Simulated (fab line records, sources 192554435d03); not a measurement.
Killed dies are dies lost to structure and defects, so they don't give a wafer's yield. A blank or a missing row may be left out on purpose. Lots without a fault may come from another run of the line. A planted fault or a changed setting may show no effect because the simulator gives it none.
One fault seen from 2 desks | flow n5_finfet | each desk has only its own numbers; what lay behind them comes last

THE TOOL OWNER'S DESK: pvd_sputter-02
The tool's own readings at N5_BEOL_M6_HM_DEP_02 (deposits TiN, target thk 20 nm): means of the sampled wafers that have a number, for each lot that ran on this tool. A lot is out of limits, marked OUT, if its mean lies more than 4 standard deviations from the usual mean; the brackets give that distance.
Columns: A = chamber_pressure_pa at N5_BEOL_M6_HM_DEP_02, usual 0.5000 Pa; B = substrate_temp_c at N5_BEOL_M6_HM_DEP_02, usual 25.01 C; C = throttle_valve_pct at N5_BEOL_M6_HM_DEP_02, usual 29.8 %
lot  | first seen here | A      | B     | C
L656 | day 8 15:33     | 0.4996 | 25.01 | 29.1
L655 | day 8 21:34     | 0.4997 | 25.04 | 29.3
L659 | day 9 10:58     | 0.4996 | 24.95 | 29.1
L663 | day 10 18:33    | 0.5007 | 25.07 | 29.2
L676 | day 14 01:50    | 0.4994 | 25.06 | 28.9
This desk's finding: nothing out of limits on any of the 5 lots.

THE METROLOGY DESK
What the gauges read, lot by lot, whatever tool the lot ran on: means of the sampled wafers that have a number. A lot is out of limits, marked OUT, if its mean lies more than 4 standard deviations from the usual mean; the brackets give that distance.
Columns: A = cd_nm at N5_BEOL_M6_CD_MEAS_18, usual 40.1 nm
lot  | first seen here | A
L654 | day 8 13:54     | 39.5
L656 | day 8 16:35     | 40.9
L655 | day 8 22:37     | 40.2
L657 | day 9 02:21     | 40.0
L659 | day 9 11:59     | 40.1
L660 | day 10 04:49    | 40.0
L661 | day 10 08:32    | 39.5
L663 | day 10 19:41    | 39.9
L664 | day 11 04:46    | 40.1
L665 | day 11 13:01    | 39.8
L676 | day 14 02:54    | 40.1
L677 | day 14 19:35    | 39.5
This desk's finding: nothing out of limits on any of the 12 lots.

PUT TOGETHER
The tool owner's desk saw nothing out of limits.
The metrology desk saw nothing out of limits.

WHAT THE SIMULATOR HAD PUT IN
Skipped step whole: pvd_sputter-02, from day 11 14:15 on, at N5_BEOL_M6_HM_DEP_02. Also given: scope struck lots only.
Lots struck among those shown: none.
